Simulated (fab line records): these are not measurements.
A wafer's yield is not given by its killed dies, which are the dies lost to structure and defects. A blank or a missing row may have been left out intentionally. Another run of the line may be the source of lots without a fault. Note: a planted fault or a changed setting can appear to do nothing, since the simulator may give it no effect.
What tool caused it?	flow nand-harc	19 lots, 57 wafers sampled, at 6 steps of a route of 1302

WHAT EACH GAUGE READ, for each wafer
The record lacks any reading of a measuring or inspecting step that a usual standard deviation could be used to judge.

WHICH TOOL RAN EACH LOT (tool, then ch and the chambers of the sampled wafers, then the start)
lot	NHARC_A_STAIRCASE_TRIM_191	NHARC_A_STAIRCASE_TRIM_224	NHARC_A_STAIRCASE_DESCUM_270	NHARC_A_STAIRCASE_DESCUM_291	NHARC_A_STAIRCASE_STRIP_476	NHARC_A_STAIRCASE_ETCHBACK_157
L074	rie-diel-07 ch 0,2, day 16 15:40 or earlier	rie-diel-02 ch 0,1,3, day 16 15:40 or earlier	rie-diel-07 ch 0,1,3, day 16 15:40	rie-diel-07 ch 1,3, day 17 01:41	rie-diel-07 ch 0,1, day 17 17:44	rie-diel-02 ch 0,1, day 19 14:52
L075	rie-diel-02 ch 0,2,3, day 16 20:01 or earlier	rie-diel-04 ch 0,2,3, day 16 20:01 or earlier	rie-diel-04 ch 0,1,2, day 16 20:01	rie-diel-02 ch 0,2, day 17 03:26	rie-diel-02 ch 0,1,2, day 17 20:22	rie-diel-02 ch 0,2,3, day 19 13:19
L076	rie-diel-04 ch 0,1,2, day 17 06:38 or earlier	rie-diel-07 ch 1,2,3, day 17 06:38 or earlier	rie-diel-04 ch 0,2, day 17 06:38	rie-diel-07 ch 0,3, day 17 12:38	rie-diel-07 ch 2,3, day 18 02:12	rie-diel-07 ch 0,2,3, day 19 23:02
L077	rie-diel-04 ch 0,2, day 17 17:25 or earlier	rie-diel-04 ch 1,3, day 17 17:25 or earlier	rie-diel-04 ch 1,2,3, day 17 17:25	rie-diel-07 ch 0,2,3, day 18 02:51	rie-diel-02 ch 1,2,3, day 18 13:44	rie-diel-02 ch 0,2, day 20 09:21
L079	rie-diel-02 ch 0,2,3, day 18 09:54 or earlier	rie-diel-02 ch 0,1,2, day 18 09:54 or earlier	rie-diel-02 ch 1,2, day 18 09:54	rie-diel-04 ch 1,2, day 18 16:01	rie-diel-04 ch 0,1,3, day 19 02:32	rie-diel-02 ch 0,2, day 21 00:38
L080	rie-diel-04 ch 0,2, day 19 02:14 or earlier	rie-diel-04 ch 1,2,3, day 19 02:14 or earlier	rie-diel-02 ch 1,3, day 19 02:14	rie-diel-07 ch 2,3, day 19 08:25	rie-diel-04 ch 0,1, day 19 20:11	rie-diel-07 ch 0,1,3, day 21 16:51
L081	rie-diel-02 ch 0,1, day 20 14:21 or earlier	rie-diel-07 ch 2,3, day 20 14:21 or earlier	rie-diel-02 ch 0,1, day 20 14:21	rie-diel-04 ch 0,3, day 20 21:19	rie-diel-07 ch 1,2,3, day 21 06:59	rie-diel-02 ch 0,1, day 23 05:04
L083	rie-diel-07 ch 1,2, day 20 17:56 or earlier	rie-diel-04 ch 0,2, day 20 17:56 or earlier	rie-diel-04 ch 0,2,3, day 20 17:56	rie-diel-04 ch 1,3, day 20 23:41	rie-diel-07 ch 0,2, day 21 09:01	rie-diel-04 ch 0,1,3, day 23 05:01
L084	rie-diel-02 ch 1,2, day 20 19:34 or earlier	rie-diel-02 ch 0,1,3, day 20 19:34 or earlier	rie-diel-04 ch 1,2,3, day 20 19:34	rie-diel-02 ch 0,2,3, day 21 01:39	rie-diel-07 ch 2,3, day 21 12:08	rie-diel-02 ch 1,3, day 23 08:08
L086	rie-diel-02 ch 0,2,3, day 21 16:53 or earlier	rie-diel-02 ch 0,1,3, day 21 16:53 or earlier	rie-diel-04 ch 0,1,2, day 21 16:53	rie-diel-04 ch 2,3, day 22 01:53	rie-diel-04 ch 0,1,3, day 22 12:41	rie-diel-02 ch 0,1,3, day 24 09:17
L085	rie-diel-04 ch 0,1,2, day 21 23:06 or earlier	rie-diel-02 ch 0,3, day 21 23:06 or earlier	rie-diel-02 ch 2,3, day 21 23:06	rie-diel-04 ch 2,3, day 22 06:09	rie-diel-04 ch 0,1,3, day 22 17:11	rie-diel-07 ch 1,3, day 24 09:21
L088	rie-diel-04 ch 0,3, day 22 14:19 or earlier	rie-diel-02 ch 0,2,3, day 22 14:19 or earlier	rie-diel-07 ch 0,2, day 22 14:19	rie-diel-07 ch 1,2,3, day 22 20:06	rie-diel-07 ch 0,1,2, day 23 11:06	rie-diel-07 ch 0,1,3, day 25 03:27
L089	rie-diel-07 ch 0,2,3, day 22 15:01 or earlier	rie-diel-02 ch 0,2,3, day 22 15:01 or earlier	rie-diel-02 ch 0,2,3, day 22 15:01	rie-diel-04 ch 1,2,3, day 22 21:09	rie-diel-02 ch 0,2,3, day 23 12:05	rie-diel-04 ch 0,1,2, day 25 03:34
L091	rie-diel-02 ch 0,1,3, day 23 21:46 or earlier	rie-diel-07 ch 0,3, day 23 21:46 or earlier	rie-diel-02 ch 0,2,3, day 23 21:46	rie-diel-02 ch 0,1,3, day 24 05:53	rie-diel-07 ch 0,1,3, day 24 15:04	rie-diel-07 ch 1,2,3, day 26 16:59
L092	rie-diel-07 ch 0,1,3, day 24 03:24 or earlier	rie-diel-07 ch 0,1,2, day 24 03:24 or earlier	rie-diel-02 ch 0,2,3, day 24 03:24	rie-diel-02 ch 0,1,3, day 24 09:48	rie-diel-07 ch 1,3, day 24 21:01	rie-diel-04 ch 2,3, day 26 23:10
L094	rie-diel-04 ch 0,2,3, day 25 13:05 or earlier	rie-diel-07 ch 0,1,3, day 25 13:05 or earlier	rie-diel-02 ch 0,1,2, day 25 13:05	rie-diel-07 ch 0,1,3, day 25 23:37	rie-diel-04 ch 0,1,3, day 26 11:29	rie-diel-02 ch 0,2,3, day 28 06:44
L093	rie-diel-04 ch 0,3, day 25 14:55 or earlier	rie-diel-07 ch 1,2, day 25 14:55 or earlier	rie-diel-02 ch 0,2, day 25 14:55	rie-diel-04 ch 0,2,3, day 26 02:12	rie-diel-04 ch 0,2, day 26 14:04	rie-diel-04 ch 0,1,2, day 28 07:02
L097	rie-diel-04 ch 1,2, day 26 05:55 or earlier	rie-diel-02 ch 2,3, day 26 05:55 or earlier	rie-diel-02 ch 0,1,2, day 26 05:55	rie-diel-02 ch 0,1,3, day 26 16:53	rie-diel-04 ch 0,1,2, day 27 06:13	rie-diel-02 ch 0,1,3, day 29 01:34
L096	rie-diel-02 ch 0,3, day 26 08:43 or earlier	rie-diel-04 ch 0,1,3, day 26 08:43 or earlier	rie-diel-07 ch 0,2,3, day 26 08:43	rie-diel-04 ch 0,2,3, day 26 21:07	rie-diel-02 ch 0,1,2, day 27 08:37	rie-diel-07 ch 0,2,3, day 29 01:54
- NHARC_A_STAIRCASE_TRIM_191: chemistry O2, time 211.2 s.
- NHARC_A_STAIRCASE_TRIM_224: chemistry O2, time 211.2 s.
- NHARC_A_STAIRCASE_DESCUM_270: chemistry O2, time 3 s.
- NHARC_A_STAIRCASE_DESCUM_291: chemistry O2, time 3 s.
- NHARC_A_STAIRCASE_STRIP_476: strips in O2, time 20 s.
- NHARC_A_STAIRCASE_ETCHBACK_157: etches the open film in CH3F/O2, target depth 90 nm, time 167.14 s.

WHAT THE TOOLS THEMSELVES READ (means of the sampled wafers that have a number; where no wafer has one, the mark that the record gives instead)
NHARC_A_STAIRCASE_TRIM_191. Usual: drypump-motor-current-A 5.8 A, standard deviation 0.55; oes-product-au 0.998 a.u., standard deviation 0.0081; rf-vpp-V 57.8 V, standard deviation 0.91; showerhead-plenum-p-Torr 3.51 Torr, standard deviation 0.16; throttle-valve-pct 17.036 %, standard deviation 0.0081.
lot	tool	drypump-motor-current-A (A)	oes-product-au (a.u.)	rf-vpp-V (V)	showerhead-plenum-p-Torr (Torr)	throttle-valve-pct (%)	flag
L074	rie-diel-07	6.4	0.994	57.5	3.56	17.038	
L075	rie-diel-02	5.2	1.004	57.5	3.37	17.034	
L076	rie-diel-04	6.4	1.001	57.5	3.46	17.033	
L077	rie-diel-04	6.2	0.993	57.7	3.39	17.032	
L079	rie-diel-02	5.2	0.995	57.7	3.54	17.040	
L080	rie-diel-04	6.3	0.999	58.1	3.38	17.030	
L081	rie-diel-02	5.4	0.994	57.7	3.53	17.036	
L083	rie-diel-07	6.4	0.990	58.7	3.61	17.043	
L084	rie-diel-02	5.6	0.989	57.2	3.38	17.039	
L086	rie-diel-02	5.2	0.986	57.6	3.53	17.046	
L085	rie-diel-04	6.4	1.008	56.5	3.44	17.035	
L088	rie-diel-04	6.0	0.996	58.5	3.38	17.034	
L089	rie-diel-07	5.9	1.004	58.2	3.50	17.031	
L091	rie-diel-02	5.3	0.993	57.6	3.54	17.039	
L092	rie-diel-07	5.8	1.002	58.0	3.56	17.037	
L094	rie-diel-04	6.2	0.998	58.1	3.53	17.035	
L093	rie-diel-04	6.0	1.006	58.2	3.54	17.033	
L097	rie-diel-04	6.5	1.002	58.0	3.45	17.037	
L096	rie-diel-02	5.1	0.998	59.0	3.67	17.045	

NHARC_A_STAIRCASE_TRIM_224. Usual: drypump-motor-current-A 5.8 A, standard deviation 0.55; oes-product-au 0.998 a.u., standard deviation 0.0081; rf-vpp-V 57.7 V, standard deviation 0.81; showerhead-plenum-p-Torr 3.51 Torr, standard deviation 0.15; throttle-valve-pct 17.035 %, standard deviation 0.0094.
lot	tool	drypump-motor-current-A (A)	oes-product-au (a.u.)	rf-vpp-V (V)	showerhead-plenum-p-Torr (Torr)	throttle-valve-pct (%)	flag
L074	rie-diel-02	5.3	1.002	57.3	3.39	17.043	
L075	rie-diel-04	6.1	1.002	57.8	3.40	17.033	
L076	rie-diel-07	5.9	0.989	57.2	3.58	17.038	
L077	rie-diel-04	6.3	0.994	58.0	3.51	17.037	
L079	rie-diel-02	5.3	0.995	57.6	3.52	17.033	
L080	rie-diel-04	6.3	1.005	58.1	3.49	17.033	
L081	rie-diel-07	5.6	0.997	57.6	3.45	17.035	
L083	rie-diel-04	6.2	1.003	57.9	3.37	17.045	
L084	rie-diel-02	5.3	0.996	58.3	3.56	17.041	
L086	rie-diel-02	5.3	0.986	58.0	3.56	17.040	
L085	rie-diel-02	5.2	0.996	57.5	3.58	17.039	
L088	rie-diel-02	5.2	0.992	58.6	3.53	17.019	
L089	rie-diel-02	5.2	0.987	57.6	3.53	17.030	
L091	rie-diel-07	5.4	1.002	57.5	3.45	17.039	
L092	rie-diel-07	6.2	1.005	57.6	3.61	17.032	
L094	rie-diel-07	5.8	0.997	57.5	3.56	17.036	
L093	rie-diel-07	6.2	0.997	57.6	3.65	17.029	
L097	rie-diel-02	5.4	1.003	57.7	3.41	17.035	
L096	rie-diel-04	6.3	0.999	57.6	3.60	17.039	

NHARC_A_STAIRCASE_DESCUM_270. Usual: drypump-motor-current-A 5.8 A, standard deviation 0.53; oes-product-au 0.998 a.u., standard deviation 0.0089; rf-vpp-V 57.7 V, standard deviation 0.98; showerhead-plenum-p-Torr 1.89 Torr, standard deviation 0.088; throttle-valve-pct 11.312 %, standard deviation 0.0091.
lot	tool	drypump-motor-current-A (A)	oes-product-au (a.u.)	rf-vpp-V (V)	showerhead-plenum-p-Torr (Torr)	throttle-valve-pct (%)	flag
L074	rie-diel-07	5.7	1.000	58.1	1.95	11.312	
L075	rie-diel-04	6.4	0.996	57.6	1.87	11.307	
L076	rie-diel-04	6.2	1.011	57.6	1.83	11.307	
L077	rie-diel-04	6.4	1.003	58.2	1.90	11.307	
L079	rie-diel-02	5.5	0.991	56.6	1.81	11.310	
L080	rie-diel-02	5.5	0.990	57.6	1.87	11.318	
L081	rie-diel-02	5.4	0.994	57.3	1.92	11.313	
L083	rie-diel-04	6.1	1.005	57.5	1.83	11.307	
L084	rie-diel-04	6.3	0.998	58.0	1.89	11.317	
L086	rie-diel-04	6.4	0.999	56.9	1.86	11.303	
L085	rie-diel-02	5.4	0.981	57.3	1.82	11.315	
L088	rie-diel-07	6.2	1.004	58.3	1.93	11.317	
L089	rie-diel-02	5.2	0.990	58.3	1.91	11.311	
L091	rie-diel-02	5.2	1.000	57.4	1.91	11.323	
L092	rie-diel-02	5.2	0.994	58.6	1.91	11.312	
L094	rie-diel-02	5.3	1.005	56.9	1.89	11.319	
L093	rie-diel-02	5.2	1.002	58.7	1.87	11.305	
L097	rie-diel-02	5.3	1.000	57.6	1.89	11.308	
L096	rie-diel-07	5.9	1.003	56.5	1.89	11.302	

NHARC_A_STAIRCASE_DESCUM_291. Usual: drypump-motor-current-A 5.9 A, standard deviation 0.53; oes-product-au 0.998 a.u., standard deviation 0.0076; rf-vpp-V 57.7 V, standard deviation 0.93; showerhead-plenum-p-Torr 1.89 Torr, standard deviation 0.089; throttle-valve-pct 11.310 %, standard deviation 0.009.
lot	tool	drypump-motor-current-A (A)	oes-product-au (a.u.)	rf-vpp-V (V)	showerhead-plenum-p-Torr (Torr)	throttle-valve-pct (%)	flag
L074	rie-diel-07	5.4	1.000	57.7	1.92	11.305	
L075	rie-diel-02	5.2	1.007	56.9	1.79	11.310	
L076	rie-diel-07	5.8	1.001	56.9	1.92	11.308	
L077	rie-diel-07	5.9	0.997	57.9	1.91	11.312	
L079	rie-diel-04	6.4	0.995	59.1	1.89	11.305	
L080	rie-diel-07	5.6	1.002	57.7	1.87	11.308	
L081	rie-diel-04	6.0	0.991	56.9	1.83	11.302	
L083	rie-diel-04	6.5	0.996	58.0	1.93	11.307	
L084	rie-diel-02	5.2	1.000	58.2	1.91	11.314	
L086	rie-diel-04	6.1	1.005	57.2	1.85	11.303	
L085	rie-diel-04	6.1	0.992	57.8	1.85	11.313	
L088	rie-diel-07	5.9	0.995	57.3	1.93	11.312	
L089	rie-diel-04	6.3	0.996	58.0	1.88	11.318	
L091	rie-diel-02	5.3	0.995	58.6	1.92	11.310	
L092	rie-diel-02	5.3	0.995	57.7	1.92	11.306	
L094	rie-diel-07	5.7	0.994	58.2	1.93	11.316	
L093	rie-diel-04	6.1	1.001	58.2	1.91	11.304	
L097	rie-diel-02	5.3	0.998	57.8	1.92	11.314	
L096	rie-diel-04	6.1	1.008	57.8	1.91	11.312	

NHARC_A_STAIRCASE_STRIP_476. Usual: drypump-motor-current-A 5.9 A, standard deviation 0.53; oes-product-au 0.999 a.u., standard deviation 0.0066; rf-vpp-V 57.8 V, standard deviation 0.86; showerhead-plenum-p-Torr 3.53 Torr, standard deviation 0.15; throttle-valve-pct 17.036 %, standard deviation 0.0092.
lot	tool	drypump-motor-current-A (A)	oes-product-au (a.u.)	rf-vpp-V (V)	showerhead-plenum-p-Torr (Torr)	throttle-valve-pct (%)	flag
L074	rie-diel-07	6.1	0.998	57.7	3.64	17.037	
L075	rie-diel-02	5.3	0.995	57.5	3.52	17.041	
L076	rie-diel-07	5.6	0.999	59.0	3.46	17.035	
L077	rie-diel-02	5.5	0.997	57.0	3.41	17.036	
L079	rie-diel-04	6.3	0.998	57.5	3.46	17.035	
L080	rie-diel-04	6.5	0.996	59.0	3.51	17.036	
L081	rie-diel-07	5.9	1.008	57.1	3.56	17.030	
L083	rie-diel-07	6.4	1.014	58.3	3.55	17.039	
L084	rie-diel-07	5.6	0.996	57.9	3.45	17.031	
L086	rie-diel-04	6.3	0.994	57.4	3.44	17.032	
L085	rie-diel-04	6.3	1.002	57.1	3.44	17.036	
L088	rie-diel-07	6.2	1.000	57.4	3.61	17.041	
L089	rie-diel-02	5.2	0.993	58.0	3.52	17.033	
L091	rie-diel-07	5.8	0.998	58.5	3.56	17.028	
L092	rie-diel-07	5.4	0.998	58.3	3.51	17.038	
L094	rie-diel-04	6.3	1.004	58.5	3.60	17.032	
L093	rie-diel-04	6.3	0.993	57.8	3.52	17.037	
L097	rie-diel-04	6.4	1.000	57.6	3.59	17.033	
L096	rie-diel-02	5.4	0.993	58.7	3.48	17.035	

NHARC_A_STAIRCASE_ETCHBACK_157. Usual: drypump-motor-current-A 5.7 A, standard deviation 0.53; oes-product-au 0.97 a.u., standard deviation 0.032; rf-fwd-power-W 497.7 W, standard deviation 1.7; rf-vpp-V 244.2 V, standard deviation 1.9; showerhead-plenum-p-Torr 2.45 Torr, standard deviation 0.12; throttle-valve-pct 20.663 %, standard deviation 0.0092.
lot	tool	drypump-motor-current-A (A)	oes-product-au (a.u.)	rf-fwd-power-W (W)	rf-vpp-V (V)	showerhead-plenum-p-Torr (Torr)	throttle-valve-pct (%)	flag
L074	rie-diel-02	5.2	1.00	497.2	245.8	2.56	20.656	
L075	rie-diel-02	5.2	0.97	497.2	245.0	2.47	20.665	
L076	rie-diel-07	5.9	0.92	497.3	244.4	2.45	20.654	
L077	rie-diel-02	5.1	0.97	497.6	245.7	2.54	20.663	
L079	rie-diel-02	5.3	0.91	497.2	243.4	2.42	20.656	
L080	rie-diel-07	5.7	1.00	498.7	245.0	2.49	20.658	
L081	rie-diel-02	5.4	0.93	498.7	243.7	2.45	20.662	
L083	rie-diel-04	6.3	1.00	498.4	242.5	2.39	20.645	
L084	rie-diel-02	5.6	1.00	499.3	242.4	2.38	20.657	
L086	rie-diel-02	5.3	0.94	496.9	244.3	2.47	20.662	
L085	rie-diel-07	5.4	0.94	496.5	244.4	2.44	20.671	
L088	rie-diel-07	5.7	0.99	497.8	244.4	2.48	20.673	
L089	rie-diel-04	6.3	1.00	498.8	245.2	2.51	20.673	
L091	rie-diel-07	5.9	0.92	499.6	244.9	2.47	20.661	
L092	rie-diel-04	6.1	0.99	498.3	243.6	2.36	20.666	
L094	rie-diel-02	5.2	0.95	497.2	243.8	2.44	20.664	
L093	rie-diel-04	6.4	0.92	499.0	244.8	2.50	20.661	
L097	rie-diel-02	5.3	0.99	497.4	244.9	2.45	20.665	
L096	rie-diel-07	5.9	0.99	499.0	243.8	2.42	20.664	

THE ANSWER, worked out from the rows above alone
Rule: lot off if the mean of its wafers having a number is beyond 3 standard deviations from the usual mean. A lot without any number at a reading at which 4 lots or more have one is off too. The other lots that the step has rows for count as sound. After the gauges, taken in route order, come the tools' own readings; for these a lot's mean is taken, as printed above. The first step at which some lot is off is used, and at that step the reading that is off furthest; a lot without a number counts as furthest.
No lot is off at any reading shown: from this, nothing can be told.

WHAT THE SIMULATOR HAD PUT IN
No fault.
